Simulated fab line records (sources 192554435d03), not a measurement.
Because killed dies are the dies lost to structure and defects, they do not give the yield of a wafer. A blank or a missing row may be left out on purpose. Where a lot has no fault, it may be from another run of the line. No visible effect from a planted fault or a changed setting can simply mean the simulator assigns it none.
fab line records	flow n5Finfet
[record] lots = 6	wafers = 16	lastDay = 17
route steps=1938 shown BEOL_M2@900 BEOL_M4@1111 PASSIVATION@1936
lots that met no fault: from a run of the same line without faults
startH: hours from the record's first day to the start of the lot's first wafer shown	waitH: hours since the lot's step before	" same as the row above	L1.1+2: a single row standing in for several wafers	- value missing, or start not given	* or withheld: withheld	< > ~ a bound
route shown NAME@n: NAME is a module with steps in the file, n the number in the route of the first one	usual: average and standard deviation across the fault-free wafers	same: alike in all rows	chamber/n: place in a boat	sites: the reading at each site	_std_site: their standard deviation	_edge_site: inner sites' mean taken away from outer sites' mean	radiusMm: how far each site lies from the wafer's centre	mask NAME#n: copy n	behind: the most recent tool/chamber to have shaped the wafer	hold: the reason the lot was held/the length of the hold in hours/how it ended	device: which transistor (n, p or np) failed to switch	end of line: at the end of the route, the tests of the same wafers	a step with no rows: only its recipe	killed: dies that structure and defects cost at the first sort, which is not the same as the wafer's yield	map: the dies of a wafer, with x for killed, . for not killed, _ for no die there
set.NAME: the setting that was run; set.NAME@STEP: the one run at that earlier step	model.NAME: the simulator's own value behind a step, which no gauge read
a table for each step, a row for each wafer; lots at some steps of the route
services: from which hour (startH, from the record's first day; less than 0 if before it) a tool's chamber was out of use, for how many hours, and why
[[steps]]
[step N5_BEOL_M2_PRE_CLEAN_45]
[recipe] gas = H2/He	timeS = 30	tempC = 250
[step N5_BEOL_M2_ALD_84]
[recipe] material = TaN	targetThkA = *	tempC = 275	aldPrecursorFamily = PDMAT	aldCoReactant = NH3	pressureTorr = 3	carrierFlowSccm = 1500	pulseTimeS = 2	purgeTimeS = 3	coReactantPurgeTimeS = 2	coReactantPulseTimeS = 3	aldCycles = 30	precursorVesselTempC = 75	precursorVesselPressureTorr = 26.25	precursorVesselCarrierSccm = 1000
[usual] heaterPowerW = 414/53	precursorVesselCarrierSccm = 999.9/2.7
lot.wafer	tool	chamber	startH	waitH	heaterPowerW	precursorVesselCarrierSccm
L644.2	aldMetal-03	1	149.76	0.0	384	1004.6
L644.5	"	2	"	"	424	997.8
L650.2	aldMetal-04	0	195.86	0.1	516	996.4
L650.5	"	0	"	"	507	998.0
L650.6	"	3	"	"	468	997.0
L651.1	aldMetal-01	0	199.89	0.3	387	998.1
L651.2	"	1	"	"	532	1001.4
L651.3	"	2	"	"	380	1003.9
L660.2	aldMetal-01	2	252.91	0.1	390	998.5
L660.6	"	0	"	"	377	1002.3
L661.1	aldMetal-01	3	255.95	0.0	397	1003.3
L661.2	"	2	"	"	386	999.0
L661.6	"	3	"	"	385	998.2
L662.1	aldMetal-01	2	269.71	0.0	386	1000.2
L662.4	"	0	"	"	379	1005.6
L662.6	"	3	"	"	388	1003.7
[step N5_BEOL_M2_SURFACE_TREAT_85]
[recipe] gas = Ar	timeS = *	ionEnergyEv = *	ionCurrentMaCm2 = 0.5	pressureMtorr = *	arFlowSccm = 30
[usual] throttleValvePct = *
lot.wafer	tool	chamber	startH	waitH	throttleValvePct
L644.2	pvdSputter-03	-	150.08	0.2	*
L644.5	"	-	"	"	*
L650.2	pvdSputter-02	-	196.25	0.3	*
L650.5	"	-	"	"	*
L650.6	"	-	"	"	*
L651.1	pvdSputter-02	-	201.55	1.6	*
L651.2	"	-	"	"	*
L651.3	"	-	"	"	*
L660.2	pvdSputter-02	-	253.20	0.2	*
L660.6	"	-	"	"	*
L661.1	pvdSputter-03	-	256.27	0.2	*
L661.2	"	-	"	"	*
L661.6	"	-	"	"	*
L662.1	pvdSputter-03	-	269.94	0.1	*
L662.4	"	-	"	"	*
L662.6	"	-	"	"	*
[step N5_BEOL_M2_CVD_47]
[recipe] material = Co	targetThkA = 30	tempC = withheld	precursor = CCTBA/H2	pressureTorr = 30	timeS = 223.8
[step N5_BEOL_M2_SPUTTER_48]
[recipe] material = Cu	targetThkA = 45	tempC = -20	chamberPressurePa = 0.07	powerW = withheld	timeS = 8.29
[usual] chamberPressurePa = 0.06997/0.00013	chuckGasFlowSccm = 1.26/0.052	throttleValvePct = 30.3/0.89
lot.wafer	tool	chamber	startH	waitH	chamberPressurePa	chuckGasFlowSccm	throttleValvePct
L644.2	pvdSputter-01	-	150.42	0.2	0.0698	1.30	32.0
L644.5	"	-	"	"	0.06985	1.24	31.0
L650.2	pvdSputter-03	-	196.50	0.1	0.07015	1.30	31.7
L650.5	"	-	"	"	0.06997	1.18	29.3
L650.6	"	-	"	"	0.07011	1.36	30.2
L651.1	pvdSputter-01	-	201.84	0.2	0.07002	1.28	31.2
L651.2	"	-	"	"	0.06999	1.30	30.8
L651.3	"	-	"	"	0.07013	1.31	29.6
L660.2	pvdSputter-01	-	253.42	0.1	0.07003	1.29	30.9
L660.6	"	-	"	"	0.06995	1.26	31.0
L661.1	pvdSputter-03	-	256.69	0.3	0.06975	1.18	30.1
L661.2	"	-	"	"	0.07001	1.27	29.2
L661.6	"	-	"	"	0.06993	1.20	29.3
L662.1	pvdSputter-02	-	270.27	0.2	0.06989	1.34	29.7
L662.4	"	-	"	"	0.07026	1.30	29.2
L662.6	"	-	"	"	0.07009	1.29	29.5
[step N5_BEOL_M2_ANNEAL_49]
[recipe] tempC = 400	timeS = 240	ambient = vacuum
[step N5_BEOL_M2_SPUTTER_79]
[recipe] material = Cu	targetThkA = 45	tempC = -20	chamberPressurePa = 0.07	powerW = withheld	timeS = 8.29
[step N5_BEOL_M2_ANNEAL_80]
[recipe] tempC = 400	timeS = 240	ambient = vacuum
[step N5_BEOL_M2_SPUTTER_81]
[recipe] material = Cu	targetThkA = 45	tempC = -20	chamberPressurePa = 0.07	powerW = withheld	timeS = 8.29
[usual] chamberPressurePa = 0.06998/0.00016	chuckGasFlowSccm = 1.26/0.051	throttleValvePct = 30.3/0.92
lot.wafer	tool	chamber	startH	waitH	chamberPressurePa	chuckGasFlowSccm	throttleValvePct
L644.2	pvdSputter-01	-	150.89	0.1	0.06988	1.28	31.8
L644.5	"	-	"	"	0.0699	1.31	30.8
L650.2	pvdSputter-03	-	196.94	0.1	0.07005	1.33	31.8
L650.5	"	-	"	"	0.06966	1.28	29.5
L650.6	"	-	"	"	0.07004	1.24	30.1
L651.1	pvdSputter-01	-	202.28	0.1	0.07011	1.34	31.1
L651.2	"	-	"	"	0.06993	1.28	30.4
L651.3	"	-	"	"	0.06992	1.24	29.6
L660.2	pvdSputter-01	-	253.86	0.1	0.07021	1.32	31.0
L660.6	"	-	"	"	0.07015	1.32	31.1
L661.1	pvdSputter-03	-	257.13	0.1	0.07008	1.29	29.9
L661.2	"	-	"	"	0.06996	1.26	29.4
L661.6	"	-	"	"	0.06992	1.20	29.3
L662.1	pvdSputter-02	-	270.71	0.1	0.06984	1.25	29.5
L662.4	"	-	"	"	0.07006	1.23	29.2
L662.6	"	-	"	"	0.06991	1.18	29.5
[step N5_BEOL_M2_ANNEAL_82]
[recipe] tempC = 400	timeS = 240	ambient = vacuum
[step N5_BEOL_M2_SPUTTER_86]
[recipe] material = Cu	targetThkA = 45	tempC = -20	chamberPressurePa = 0.07	powerW = withheld	timeS = 8.29
[step N5_BEOL_M2_ANNEAL_87]
[recipe] tempC = 400	timeS = 240	ambient = vacuum
[usual] heaterPowerW = 828/82
lot.wafer	tool	chamber	startH	waitH	heaterPowerW
L644.2	pvdSputter-01	-	151.19	0.0	875
L644.5	"	-	"	"	702
L650.2	pvdSputter-03	-	197.24	0.0	950
L650.5	"	-	"	"	863
L650.6	"	-	"	"	853
L651.1	pvdSputter-01	-	202.58	0.0	721
L651.2	"	-	"	"	785
L651.3	"	-	"	"	991
L660.2	pvdSputter-01	-	254.16	0.0	699
L660.6	"	-	"	"	697
L661.1	pvdSputter-03	-	257.43	0.0	810
L661.2	"	-	"	"	878
L661.6	"	-	"	"	869
L662.1	pvdSputter-02	-	271.01	0.0	700
L662.4	"	-	"	"	700
L662.6	"	-	"	"	688
[step N5_BEOL_M2_SPUTTER_88]
[recipe] material = Cu	targetThkA = 45	tempC = -20	chamberPressurePa = 0.07	powerW = withheld	timeS = 8.29
[usual] chamberPressurePa = 0.07001/0.00014	chuckGasFlowSccm = 1.26/0.052	throttleValvePct = 30.3/0.91
lot.wafer	tool	chamber	startH	waitH	chamberPressurePa	chuckGasFlowSccm	throttleValvePct
L644.2	pvdSputter-01	-	151.33	0.1	0.07012	1.31	31.7
L644.5	"	-	"	"	0.06994	1.36	31.0
L650.2	pvdSputter-03	-	197.38	0.1	-	-	-
L650.5	"	-	"	"	-	-	-
L650.6	"	-	"	"	-	-	-
L651.1	pvdSputter-01	-	202.72	0.1	-	-	-
L651.2	"	-	"	"	-	-	-
L651.3	"	-	"	"	-	-	-
L660.2	pvdSputter-01	-	254.30	0.1	0.06987	1.28	30.8
L660.6	"	-	"	"	0.06995	1.23	31.0
L661.1	pvdSputter-03	-	257.57	0.1	0.0698	1.12	30.1
L661.2	"	-	"	"	0.07023	1.30	29.6
L661.6	"	-	"	"	0.06986	1.20	29.4
L662.1	pvdSputter-02	-	271.15	0.1	0.06994	1.25	29.5
L662.4	"	-	"	"	0.06989	1.39	29.1
L662.6	"	-	"	"	0.0698	1.29	29.5
[step N5_BEOL_M2_ANNEAL_89]
[recipe] tempC = 400	timeS = 240	ambient = vacuum
[step N5_BEOL_M4_RC_MEAS_101]
[usual] DIBL_N = 36.3/1.6	DIBL_P = 36.2/2	IOFF_N = 0.160/0.028	IOFF_P = 0.21/0.036	ION_N = 677/11	ION_P = 465/6.9	SS_N = 71.5/0.55	SS_P = 73.3/0.64	VT_N = 250/3	VT_P = -250/3.5
lot.wafer	tool	chamber	startH	waitH	DIBL_N[mV/V]	DIBL_P[mV/V]	IOFF_N[nA/um]	IOFF_P[nA/um]	ION_N[uA/um]	ION_P[uA/um]	SS_N[mV/dec]	SS_P[mV/dec]	VT_N[mV]	VT_P[mV]
L644.2	prober-01	0	172.38	0.2	37.8	39.3	0.211	0.25	693	463	71.6	74.3	245	-248
L644.5	"	0	"	"	33.7	34.1	0.122	0.17	663	459	70.6	72.7	253	-252
L650.2	prober-01	0	223.02	0.2	36.3	36.6	0.168	0.26	685	478	70.6	73.3	247	-246
L650.5	"	0	"	"	36.5	36.7	0.166	0.27	673	465	71.0	73.2	249	-245
L650.6	"	0	"	"	36.0	35.9	0.153	0.24	677	475	71.0	73.1	249	-244
L651.1	prober-01	0	230.68	0.0	36.1	37.4	0.149	0.25	661	461	72.0	73.7	252	-247
L651.2	"	0	"	"	36.0	36.1	0.145	0.22	676	469	71.0	72.5	251	-249
L651.3	"	0	"	"	39.1	41.1	0.211	0.32	675	471	72.6	74.5	245	-241
L661.1	prober-02	0	280.36	0.0	36.3	34.2	0.156	0.21	676	461	70.8	73.0	248	-250
L661.2	"	0	"	"	37.4	37.2	0.188	0.26	697	479	71.3	73.6	245	-245
L661.6	"	0	"	"	36.3	34.9	0.151	0.22	674	467	71.3	73.1	249	-249
L660.2	prober-01	0	280.61	0.2	37.2	37.2	0.156	0.20	675	459	71.4	73.1	252	-251
L660.6	"	0	"	"	37.4	38.1	0.176	0.22	680	465	72.3	73.5	249	-249
L662.1	prober-01	0	300.08	0.0	34.1	33.0	0.138	0.19	678	467	70.6	73.1	250	-252
L662.4	"	0	"	"	34.9	32.7	0.140	0.18	689	464	71.3	73.0	252	-251
L662.6	"	0	"	"	36.4	35.2	0.176	0.21	700	466	71.7	73.6	249	-250
[step N5_PASSIVATION_PROBE_49]
[usual] defectLimitedYield = 91.2/1.5	killed_at_M0_to_M3 = 36/10	killed_at_M4_up = 13/6	killedAtContacts = 11/5.2	killedAtFrontEnd = 40/11	killedAtOther = 3.1/2.9	killedDies = 104/17	killedOpen = 66/12	killedShort = 34/7.7	sort_bin_5_function = 5.1/0.91	sort_bin_6_memory = 3.2/0.67	sortNPass = 1076/17	sortYieldPct = 91.2/1.5
[same] grossDies = 1180	killedAtBackSide = 0	sort_bin_4_leakage[%] = 0	sort_bin_8_speed[%] = 0
lot.wafer	tool	chamber	startH	waitH	defectLimitedYield[%]	killed_at_M0_to_M3	killed_at_M4_up	killedAtContacts	killedAtFrontEnd	killedAtOther	killedDies	killedOpen	killedShort	sort_bin_5_function[%]	sort_bin_6_memory[%]	sortNPass	sortYieldPct[%]
L644.2	prober-01	-	282.15	0.1	90.8	27	12	22	41	7	109	79	29	5.6	3.3	1071	90.8
L644.5	prober-01	-	282.30	0.2	91.9	17	13	13	49	3	95	72	21	5.4	2.4	1085	91.9
L650.2	prober-02	-	327.25	0.2	90.8	42	16	8	41	1	108	62	24	5.3	2.4	1072	90.8
L650.5	prober-02	-	327.40	0.3	90.8	36	15	5	50	2	108	53	28	5.2	2.5	1072	90.8
L650.6	prober-02	-	327.45	0.4	92.0	42	10	8	33	1	94	53	37	4.5	3.1	1086	92.0
L651.1	prober-02	-	348.67	0.0	89.7	35	13	19	49	5	121	72	38	5.6	3.8	1059	89.7
L651.2	prober-02	-	348.72	0.1	92.7	35	8	5	37	1	86	57	24	4.0	2.9	1094	92.7
L651.3	prober-02	-	348.77	0.1	91.1	34	15	22	34	0	105	61	31	5.8	2.7	1075	91.1
L662.1	prober-01	-	403.87	0.0	90.8	36	13	15	41	3	108	72	34	5.5	3.2	1072	90.8
L662.4	prober-01	-	404.02	0.2	90.5	45	17	13	33	4	112	67	41	5.2	3.9	1068	90.5
L662.6	prober-01	-	404.12	0.3	89.2	37	6	15	64	6	128	81	38	7.1	2.9	1052	89.2
// killed by level:class
L644.2 FIN_SAQP:geometricParticle:open=19 MOL_CONTACT_COAG:geometricParticle:open=18 BEOL_M3:geometricParticle:open=8 BEOL_M4:geometricParticle:open=5 MOL_CONTACT_COAG:geometricParticle:short=4 BEOL_M0_SAQP:geometricParticle:open=4 BEOL_M2:geometricParticle:open=4 STARTING-WAFER:geometricParticle:short=4
L644.5 FIN_SAQP:geometricParticle:open=21 MOL_CONTACT_COAG:geometricParticle:open=12 BEOL_M4:geometricParticle:open=8 FIN_SAQP:geometricParticle:short=6 BEOL_M0_SAQP:geometricParticle:short=5 STI_FIN_REVEAL:geometricParticle:open=4 ILD0:geometricParticle:open=4 BEOL_M3:geometricParticle:open=4
L650.2 HKMG_FIN:areaEtch=15 BEOL_M0_SAQP:geometricParticle:open=11 MOL_CONTACT_COAG:geometricParticle:open=8 BEOL_M2:geometricParticle:open=7 STI_FIN_REVEAL:geometricParticle:open=6 BEOL_M0_SAQP:geometricParticle:short=6 DUMMY_GATE:geometricParticle:open=5 BEOL_M4:geometricParticle:open=5
L650.5 HKMG_FIN:areaEtch=16 BEOL_M2:interfaceVoidOpened=9 STI_FIN_REVEAL:geometricParticle:open=8 BEOL_M1:geometricParticle:open=7 ILD0:geometricParticle:open=5 GATE_CUT:geometricParticle:short=5 FIN_SAQP:geometricParticle:open=4 DUMMY_GATE:geometricParticle:open=4
L650.6 BEOL_M0_SAQP:geometricParticle:short=12 MOL_CONTACT_COAG:geometricParticle:open=8 STI_FIN_REVEAL:geometricParticle:open=7 BEOL_M0_SAQP:geometricParticle:open=7 FIN_SAQP:geometricParticle:open=5 BEOL_M1:geometricParticle:open=5 BEOL_M2:geometricParticle:short=5 STI_FIN_REVEAL:geometricParticle:short=4
L651.1 MOL_CONTACT_COAG:geometricParticle:open=16 FIN_SAQP:geometricParticle:open=12 BEOL_M1:geometricParticle:open=10 FIN_SAQP:geometricParticle:short=8 HKMG_FIN:areaEtch=6 BEOL_M0_SAQP:geometricParticle:open=5 MIM_BOT:geometricParticle:short=5 BEOL_M4:geometricParticle:open=5
L651.2 FIN_SAQP:geometricParticle:open=11 FIN_SAQP:geometricParticle:short=10 BEOL_M1:geometricParticle:open=10 BEOL_M0_SAQP:geometricParticle:open=5 BEOL_M0_SAQP:geometricParticle:short=4 MOL_CONTACT_COAG:geometricParticle:open=4 BEOL_M2:geometricParticle:open=4 BEOL_M3:geometricParticle:open=4
L651.3 MOL_CONTACT_COAG:geometricParticle:open=18 BEOL_M2:interfaceVoidOpened=9 BEOL_M4:geometricParticle:open=8 FIN_SAQP:geometricParticle:short=7 BEOL_M0_SAQP:geometricParticle:open=7 FIN_SAQP:geometricParticle:open=5 BEOL_M2:geometricParticle:open=5 STARTING-WAFER:geometricParticle:short=5
L662.1 FIN_SAQP:geometricParticle:open=15 MOL_CONTACT_COAG:geometricParticle:open=14 BEOL_M2:geometricParticle:open=11 FIN_SAQP:geometricParticle:short=9 BEOL_M4:geometricParticle:open=7 BEOL_M0_SAQP:geometricParticle:short=5 BEOL_M1:geometricParticle:open=4 BEOL_M0_SAQP:geometricParticle:open=4
L662.4 BEOL_M2:geometricParticle:open=13 BEOL_M0_SAQP:geometricParticle:short=12 MOL_CONTACT_COAG:geometricParticle:open=11 FIN_SAQP:geometricParticle:open=9 FIN_SAQP:geometricParticle:short=6 BEOL_M3:geometricParticle:open=6 BEOL_M4:geometricParticle:open=5 BEOL_M1:geometricParticle:open=4
L662.6 FIN_SAQP:geometricParticle:short=16 FIN_SAQP:geometricParticle:open=12 MOL_CONTACT_COAG:geometricParticle:open=10 STI_FIN_REVEAL:geometricParticle:open=8 BEOL_M0:geometricParticle:open=8 BEOL_M1:geometricParticle:open=8 BEOL_M3:geometricParticle:open=7 BEOL_M2:geometricParticle:open=5
[[services]]
tool	chamber	startH	hours	kind
aldMetal-01	3	131.61	8.5	repair
aldMetal-01	1	152.62	6.5	repair
pvdSputter-03	-	169.46	17.4	repair
aldMetal-04	1	170.44	13.7	repair
aldMetal-04	-	186.83	8.7	pm
aldMetal-04	3	204.08	28.1	repair
aldMetal-04	0	250.53	14.7	repair
aldMetal-01	1	252.08	4.1	repair
aldMetal-03	-	259.98	8.7	pm
pvdSputter-01	-	265.60	4.9	repair
[[key]]
[firstSign] step = N5_BEOL_M2_SPUTTER_88	reading = toolRecord	direction = missing
effect none on later readings
metAt N5_BEOL_M2_SPUTTER_88
struckWafers L650.2,L650.5,L650.6,L651.1,L651.2,L651.3
[baselineLoss] step = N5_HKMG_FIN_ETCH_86	wafers = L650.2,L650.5
onsetBetween 151.33 197.38
[fault] kind = skippedStepWhole	tool = pvdSputter-01,pvdSputter-03	chamber = -	onsetH = 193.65	steps = N5_BEOL_M2_SPUTTER_88	scope = struckLotsOnly
// baselineLoss: these wafers lose ten dies or more at that step, a loss of the line's own and not of a fault; the sort's usual values leave them out
